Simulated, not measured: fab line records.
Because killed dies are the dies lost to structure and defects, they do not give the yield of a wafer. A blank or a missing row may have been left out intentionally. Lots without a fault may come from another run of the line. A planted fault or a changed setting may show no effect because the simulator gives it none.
A lot that was struck, set against a sound lot | flow nandHarc | 13 steps out of a route of 1302
Sound: the wafers L211.1, L211.3, L211.4. Struck: wafer L221.5 (left out: L221.6, a lot-mate that was not struck); the cause follows at the end.
Order at every step that has rows: each side's tool, ch and its chambers, its first start. Under that, the readings that differ: sound wafers | struck wafers | difference of the means | sigmas: that difference in standard deviations of wafers without a fault.
alike: readings whose means differ by less than 2 such deviations, and words and numbers that are the same on both sides. not compared: withheld readings, readings that some wafer has no value for, bounds like >300 that may hide the same value, and numbers for which the record gives no deviation and whose values overlap.
Wherever a step has rows on one side only, a row that says differs or no value, or a row with sigmas, the two part there. Non-overlapping numbers with no deviation appear without sigmas and do not part them. Lack of a reading on every wafer of one side parts them only where that side has two or more wafers.

first, 1 step without rows for these wafers: NHARC_A_BONDPAD_DEGAS_25 (time 60 s).
NHARC_A_BONDPAD_PRE_CLEAN_26: time 30 s.
  sound on pvdSputter-03; struck on pvdSputter-03
  alike: heaterPowerW
NHARC_A_BONDPAD_PVD_17: deposits TaN, target thk 5 nm, time 8.06 s.
  sound on pvdSputter-03; struck on pvdSputter-03
  alike: cathodeDcPowerW, throttleValvePct
NHARC_A_BONDPAD_PVD_27: deposits Cu, target thk 30 nm, time 20.49 s.
  sound on pvdSputter-03; struck on pvdSputter-03
  alike: cathodeDcPowerW, throttleValvePct
then, 1 step without rows for these wafers: NHARC_A_BONDPAD_ECD_18 (material Cu, target thk 400 nm).
NHARC_A_BONDPAD_ANNEAL_28: time 90 s.
  sound on rtpAnneal-01 ch 0, day 25 04:06; struck on rtpAnneal-02 ch 0, day 28 22:18
  alike: wafer_temp_C_max
NHARC_A_BONDPAD_CMP_19: polishes, t overpolish 30 s, cu recess touch 16 s, target thk 169.82 nm.
  sound on cmp-02 ch 0,1,2, day 25 04:43; struck on cmp-01 ch 0, day 28 22:33
reading           | sound          | struck | difference | sigmas
motorCurrentA (A) | 11.2 11.0 11.3 | 15.0   | +3.8       | +3
  alike: edgeZonePressureFrac, overpolishRunS
NHARC_A_BONDPAD_THK_MEAS_20: measures by xrf.
  sound on filmMetro-02, day 25 05:02; struck on filmMetro-02, day 28 22:46
  alike: thkNm
then, 1 step without rows for these wafers: NHARC_A_BONDPAD_SRD_21 (time 30 s, dry time 20 s).
NHARC_A_BONDPAD_INSPECT_23:
  sound on defectInspect-01, day 25 05:16; struck on defectInspect-02, day 28 22:58
  alike: rawDefectCount
NHARC_HYBRID_BOND_ACTIVATE_00: chemistry N2, time 60 s.
  sound on rieDiel-01 ch 1,2,3, day 25 05:19; struck on rieDiel-09 ch 3, day 28 23:04
reading             | sound             | struck | difference | sigmas
oesProductAu (a.u.) | 0.996 1.007 1.012 | 0.990  | -0.015     | -2
rfVppV (V)          | 62.8 65.4 62.7    | 66.3   | +2.7       | +3
runLengthS (s)      | 80.6 80.5 81.3    | 79.1   | -1.7       | -5
  alike: drypumpMotorCurrentA, showerheadPlenumPTorr
  not compared: rfHoursCounterH
then, 2 steps without rows for these wafers: NHARC_HYBRID_BOND_PRECLEAN_01 (cleans in DIW, time 300 s); NHARC_END_SORT_01.

WHERE THEY PART
Earliest at NHARC_A_BONDPAD_CMP_19; latest, in this record, at NHARC_HYBRID_BOND_ACTIVATE_00.

WHY: what the simulator had put in
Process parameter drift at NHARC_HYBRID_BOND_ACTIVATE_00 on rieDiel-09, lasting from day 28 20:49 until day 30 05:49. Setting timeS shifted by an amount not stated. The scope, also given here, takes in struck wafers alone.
